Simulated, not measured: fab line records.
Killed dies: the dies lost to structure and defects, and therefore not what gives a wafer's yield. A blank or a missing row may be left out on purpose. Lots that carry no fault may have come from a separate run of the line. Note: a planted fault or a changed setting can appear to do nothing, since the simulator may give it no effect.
Split-lot experiment + flow n5-finfet + route with 1938 steps; 7 lots, 21 wafers read

ON THE SPLIT
At N5_BEOL_M7_TRENCH_ETCH_37 (etches SiCOH lowk in C4F6/O2, target depth 93.478 nm, time 31.2 s), the setting time-s was moved away from the recipe's 31.2 s on 6 of the 21 wafers read, by -20.0% to +19.2%. For the rest of the wafers, this setting stayed at what the recipe calls for.

FROM THE SPLIT TO THE READING: what the file shows between them, 16 steps
- N5_BEOL_M7_ETCH_41: etches SiCN in CH3F/O2, target depth 31.9 nm, time 57.8 s
- N5_BEOL_M7_STRIP_80: strips in N2/H2, time 10 s
- N5_BEOL_M7_OCD_MEAS_38
- N5_BEOL_M7_HM_STRIP_39: strips TiN in peroxide tin strip, target depth 25 nm, time 158 s
- N5_BEOL_M7_SRD_40: time 30 s
- N5_BEOL_M7_PRECLEAN_42: cleans in residue remover, time 60 s
- N5_BEOL_M7_SRD_43: time 30 s
- N5_BEOL_M7_CD_MEAS_35: target cd 40 nm
- N5_BEOL_M7_CURE_75: cures SiCOH lowk, time 120 s
- N5_BEOL_M7_DEGAS_44: time 60 s
- N5_BEOL_M7_ECD_50: material Cu, target thk 300 nm
- N5_BEOL_M7_ANNEAL_51: time 90 s
- N5_BEOL_M7_CMP_52: polishes, stops on SiCOH lowk, t overpolish 6.9 s, target thk 80 nm
- N5_BEOL_M7_THK_MEAS_53: measures by xrf
- N5_BEOL_M7_PRE_CLEAN_55: time 15 s
- N5_BEOL_M7_DEP_56: deposits SiCN from 3MS/NH3, target thk 10 nm, time 17.5 s

THE READING
At N5_BEOL_M7_RS_MEAS_57, a four-point-probe measurement gives M7_RS in ohm/sq. A value of 0.283 ohm/sq with a standard deviation of 0.0072 ohm/sq is what fault-free wafers of this fab line usually give.

| wafer  | tool, chamber at the split | time-s as run, s | against the recipe | M7_RS, ohm/sq | against lot-mates on the recipe |
|--------|----------------------------|------------------|--------------------|---------------|---------------------------------|
| L076.3 | rie-diel-01, 1             | 24.97            | -20.0%             | 0.405         | +0.124                          |
| L076.5 | rie-diel-01, 2             | 31.2             | recipe             | 0.282         | -                               |
| L076.6 | rie-diel-01, 3             | 31.2             | recipe             | 0.280         | -                               |
| L077.1 | rie-diel-02, 2             | 31.2             | recipe             | 0.265         | -                               |
| L077.3 | rie-diel-02, 1             | 31.2             | recipe             | 0.266         | -                               |
| L077.4 | rie-diel-02, 0             | 33.9             | +8.7%              | 0.249         | -0.017                          |
| L080.3 | rie-diel-02, 0             | 27.65            | -11.4%             | 0.330         | +0.050                          |
| L080.4 | rie-diel-02, 1             | 31.2             | recipe             | 0.280         | -                               |
| L080.6 | rie-diel-02, 2             | 27.65            | -11.4%             | 0.315         | +0.035                          |
| L079.2 | rie-diel-01, 0             | 31.2             | recipe             | 0.282         | -                               |
| L079.4 | rie-diel-01, 3             | 31.2             | recipe             | 0.285         | -                               |
| L079.6 | rie-diel-01, 0             | 31.2             | recipe             | 0.281         | -                               |
| L083.3 | rie-diel-02, 3             | 31.2             | recipe             | 0.279         | -                               |
| L083.4 | rie-diel-02, 0             | 31.2             | recipe             | 0.279         | -                               |
| L083.5 | rie-diel-02, 2             | 31.2             | recipe             | 0.272         | -                               |
| L092.1 | rie-diel-01, 0             | 37.18            | +19.2%             | 0.228         | -0.067                          |
| L092.4 | rie-diel-01, 2             | 31.2             | recipe             | 0.298         | -                               |
| L092.5 | rie-diel-01, 3             | 31.2             | recipe             | 0.293         | -                               |
| L097.4 | rie-diel-01, 0             | 31.2             | recipe             | 0.285         | -                               |
| L097.5 | rie-diel-01, 1             | 36.05            | +15.5%             | 0.229         | -0.054                          |
| L097.6 | rie-diel-01, 2             | 31.2             | recipe             | 0.281         | -                               |

THE FIT
A straight line over all 21 wafers: M7_RS changes by -0.00412 ohm/sq for each +1% of time-s; r = -0.93; the points scatter about the line by 0.014 ohm/sq.
The same after taking each lot's own level away (the mean of its wafers on the recipe; 21 wafers): -0.00426 ohm/sq for each +1%; r = -0.96; scatter 0.011 ohm/sq.
Per that fit: largest time-s move, reading shift of 0.085 ohm/sq.
Measured against the standard deviation above, the lots' own levels, which go from 0.2655 to 0.2955 ohm/sq, span 4.2 times it.
So the lot-to-lot level changes the slope little: the two slopes agree.
Check: with one of the wafers moved furthest among these (-20.0%) left out of the fit, the line predicts +0.07 ohm/sq for it against its lot-mates. It came out at +0.124 ohm/sq against them.

THE WHOLE CHAIN: every reading that the file lists as answering this split, in the file's order
| step                      | what it does                                                        | reading                                                                      | change (the file's fit)               | r (the file's) |
|---------------------------|---------------------------------------------------------------------|------------------------------------------------------------------------------|---------------------------------------|----------------|
| N5_BEOL_M7_TRENCH_ETCH_37 | etches SiCOH lowk in C4F6/O2, target depth 93.478 nm, time 31.2 s   | etch.depth-nm (the simulator's own value, which no gauge read)               | +0.942 nm for each +1% of the setting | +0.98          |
| N5_BEOL_M7_TRENCH_ETCH_37 | etches SiCOH lowk in C4F6/O2, target depth 93.478 nm, time 31.2 s   | BEOL_M7.feature-depth-nm (the simulator's own value, which no gauge read)    | +0.946 nm for each +1% of the setting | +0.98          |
| N5_BEOL_M7_OCD_MEAS_38    |                                                                     | trench-depth-nm                                                              | +0.94 nm for each +1% of the setting  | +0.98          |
| N5_BEOL_M7_CMP_52         | polishes, stops on SiCOH lowk, t overpolish 6.9 s, target thk 80 nm | Cu_of_BEOL_M7_ECD_50.thk-nm (the simulator's own value, which no gauge read) | +0.987 nm for each +1% of the setting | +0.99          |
| N5_BEOL_M7_THK_MEAS_53    | measures by xrf                                                     | M7_THK                                                                       | +0.979 for each +1% of the setting    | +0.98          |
| N5_BEOL_M7_RS_MEAS_57     | measures by four-point-probe                                        | M7_RS                                                                        | -0.00431 for each +1% of the setting  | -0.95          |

THE FILE'S OWN FIT
M7_RS changes by -0.00431 ohm/sq for each +1% of time-s, r = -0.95.
